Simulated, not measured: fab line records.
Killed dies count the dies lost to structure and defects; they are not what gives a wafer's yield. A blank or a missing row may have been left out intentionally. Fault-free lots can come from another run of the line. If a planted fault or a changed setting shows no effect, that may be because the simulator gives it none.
The tool behind it: which one? ; flow nand_harc ; Sampling: 11 lots, 33 wafers, 5 of 1302 route steps

== WHAT THE GAUGES SHOWED, per wafer ==
NHARC_END_SORT_01.
lot;measured;on;killed_at_array;killed_at_other;killed_at_periphery;killed_dies;killed_open;killed_short
L297;day 26 11:11;prober-02;45 51 54;1 2 2;8 6 5;54 59 61;3 4 4;0 2 1

== TOOL THAT RAN EACH LOT (tool first, then ch and the chambers of the sampled wafers, then the start) ==
lot;NHARC_A_CHANNEL_HOLE_D1_ETCH_33;NHARC_A_CHANNEL_FILL_D1_CMP_10;NHARC_A_DECK1_JOINT_ETCHBACK_07;NHARC_A_DECK1_JOINT_ETCHBACK_00
L292;har_etch-01 ch 0,1, day 8 18:35;cmp-01 ch 0,3, day 10 20:34;rie_si-05 ch 2,3, day 10 21:02;rie_si-01 ch 1,2, day 11 07:40
L295;har_etch-02 ch 0,1, day 10 01:09;cmp-02 ch 0,1,2, day 12 07:26;rie_si-05 ch 0,2, day 12 07:55;rie_si-05 ch 1,3, day 12 18:36
L297;har_etch-01 ch 0,1, day 10 18:59;cmp-02 ch 0,1,3, day 12 20:38;rie_si-05 ch 0,1,2, day 12 21:08;rie_si-01 ch 0,1,2, day 13 07:55
L301;har_etch-01 ch 0,1, day 12 15:02;cmp-04 ch 0,3, day 14 20:01;rie_si-01 ch 2,3, day 14 20:30;rie_si-05 ch 0,2,3, day 15 07:05
L304;har_etch-01 ch 0,1, day 13 19:53;cmp-04 ch 0,1, day 15 21:16;rie_si-01 ch 0,1,3, day 15 21:45;rie_si-01 ch 0,1, day 16 08:20
L306;har_etch-02 ch 0,1, day 14 18:15;cmp-02 ch 0,2,3, day 16 21:12;rie_si-05 ch 0,2, day 16 21:41;rie_si-05 ch 1,3, day 17 08:21
L308;har_etch-02 ch 0,1, day 15 03:10;cmp-04 ch 2,3, day 17 03:26;rie_si-03 ch 0,2, day 17 03:56;rie_si-05 ch 1,2, day 17 14:38
L309;har_etch-01 ch 0,1, day 15 11:59;cmp-01 ch 1,2, day 17 17:21;rie_si-05 ch 0,2, day 17 17:49;rie_si-01 ch 1,3, day 18 07:05
L311;har_etch-01 ch 0,1, day 16 20:32;cmp-04 ch 0,1,3, day 19 01:11;rie_si-03 ch 0,2,3, day 19 01:41;rie_si-01 ch 0,1,3, day 19 12:11
L313;har_etch-01 ch 0,1, day 17 16:38;cmp-04 ch 0,2,3, day 19 19:49;rie_si-05 ch 1,2,3, day 19 20:19;rie_si-05 ch 0,1,3, day 20 08:16
L315;har_etch-02 ch 0,1, day 18 07:35;cmp-02 ch 0,1,2, day 20 08:20;rie_si-03 ch 1,2,3, day 20 08:51;rie_si-03 ch 0,2,3, day 20 19:42
- NHARC_A_CHANNEL_HOLE_D1_ETCH_33: etches the open film in C4F8/O2/Ar, time 90 s, target depth 400 nm.
- NHARC_A_CHANNEL_FILL_D1_CMP_10: polishes, target thk 150 nm.
- NHARC_A_DECK1_JOINT_ETCHBACK_07: etches the open film in HBr, target depth 105 nm, time 26.9 s.
- NHARC_A_DECK1_JOINT_ETCHBACK_00: etches the open film in HBr, target depth 30 nm, time 17.4 s.

== WHAT THE TOOLS THEMSELVES READ (means of the sampled wafers that have a number; where no wafer has one, the mark that the record gives instead) ==
NHARC_A_CHANNEL_HOLE_D1_ETCH_33.
lot;tool;chamber_pressure_mTorr (mTorr);drypump_motor_current_A (A);showerhead_plenum_p_Torr (Torr);temp_c (C);throttle_valve_pct (%)
L292;har_etch-01;25.002;5.1;3.59;-19.96;27.621
L295;har_etch-02;25.000;6.3;3.76;-19.94;27.618
L297;har_etch-01;24.989;5.1;3.59;-20.07;27.620
L301;har_etch-01;25.001;5.1;3.58;-20.02;27.619
L304;har_etch-01;25.001;5.1;3.55;-19.97;27.617
L306;har_etch-02;25.004;6.1;3.68;-19.87;27.628
L308;har_etch-02;24.995;6.3;3.72;-20.06;27.624
L309;har_etch-01;25.010;5.1;3.56;-20.06;27.622
L311;har_etch-01;24.994;5.1;3.52;-20.09;27.617
L313;har_etch-01;24.999;5.1;3.53;-19.99;27.611
L315;har_etch-02;25.020;6.1;3.90;-20.08;27.620

NHARC_A_CHANNEL_FILL_D1_CMP_10.
lot;tool;motor_current_A (A);time_to_endpoint_s (s)
L292;cmp-01;12.3;10.6
L295;cmp-02;12.3;16.0
L297;cmp-02;12.4;15.9
L301;cmp-04;12.5;14.8
L304;cmp-04;12.8;13.2
L306;cmp-02;12.2;14.7
L308;cmp-04;11.9;16.3
L309;cmp-01;11.7;13.1
L311;cmp-04;12.9;13.2
L313;cmp-04;12.4;13.5
L315;cmp-02;12.0;17.1

NHARC_A_DECK1_JOINT_ETCHBACK_07.
lot;tool;chamber_pressure_mTorr (mTorr);drypump_motor_current_A (A);oes_product_au (a.u.);run_length_s (s);throttle_valve_pct (%)
L292;rie_si-05;15.017;6.0;0.998;48.3;23.263
L295;rie_si-05;14.999;6.2;1.001;48.1;23.262
L297;rie_si-05;15.001;6.1;1.007;48.2;23.254
L301;rie_si-01;14.995;5.9;0.995;48.3;23.271
L304;rie_si-01;14.990;5.8;0.994;48.2;23.275
L306;rie_si-05;14.999;6.3;0.999;48.1;23.262
L308;rie_si-03;14.993;5.8;1.001;48.1;23.264
L309;rie_si-05;15.021;6.3;1.001;48.1;23.269
L311;rie_si-03;15.005;5.9;0.999;48.7;23.264
L313;rie_si-05;15.008;5.8;1.002;48.5;23.263
L315;rie_si-03;14.988;5.6;0.996;48.5;23.256

NHARC_A_DECK1_JOINT_ETCHBACK_00.
lot;tool;chamber_pressure_mTorr (mTorr);drypump_motor_current_A (A);oes_product_au (a.u.);run_length_s (s);throttle_valve_pct (%)
L292;rie_si-01;15.003;5.6;0.994;38.7;23.269
L295;rie_si-05;15.001;5.6;0.999;39.0;23.269
L297;rie_si-01;14.999;5.5;0.992;38.7;23.256
L301;rie_si-05;15.000;6.0;0.998;38.9;23.266
L304;rie_si-01;14.979;5.6;0.996;38.7;23.270
L306;rie_si-05;14.998;5.6;0.992;35.0;23.277
L308;rie_si-05;15.006;5.9;0.997;37.1;23.261
L309;rie_si-01;14.991;6.0;1.005;38.5;23.259
L311;rie_si-01;14.995;5.9;0.996;38.9;23.262
L313;rie_si-05;15.012;5.9;1.007;38.8;23.263
L315;rie_si-03;14.994;5.9;0.998;39.1;23.270

== THE ANSWER, worked out from the rows above alone ==
Rule: what is usual is taken from the lots themselves. Put in order of their means at a reading, lots are off if they are a third of the lots or fewer, leave a main group of 4 or more, and stand apart from it by a gap of 3 or more times the standard deviation of the main group's means; of several such gaps the widest counts. A main group whose means are all the same, to the digits that the tables above print for the reading, isn't used. A lot without any number at a reading at which 4 lots or more have one is off too. The other lots that the step has rows for count as sound. After the gauges, taken in route order, come the tools' own readings; for these a lot's mean is taken, as printed above. At the first step where some lot is off, the reading lying furthest off is the one used; lots without a number count as furthest.
Off: L306, L308 (NHARC_A_DECK1_JOINT_ETCHBACK_00, run_length_s). The main group has a mean of 38.8 s with a standard deviation of 0.17.
If a tool, at that step or one of the process steps before it, ran each lot that is off and ran no sound lot following the first of them, it fits. Not one of the candidates tried fits.

== WHAT THE SIMULATOR HAD PUT IN ==
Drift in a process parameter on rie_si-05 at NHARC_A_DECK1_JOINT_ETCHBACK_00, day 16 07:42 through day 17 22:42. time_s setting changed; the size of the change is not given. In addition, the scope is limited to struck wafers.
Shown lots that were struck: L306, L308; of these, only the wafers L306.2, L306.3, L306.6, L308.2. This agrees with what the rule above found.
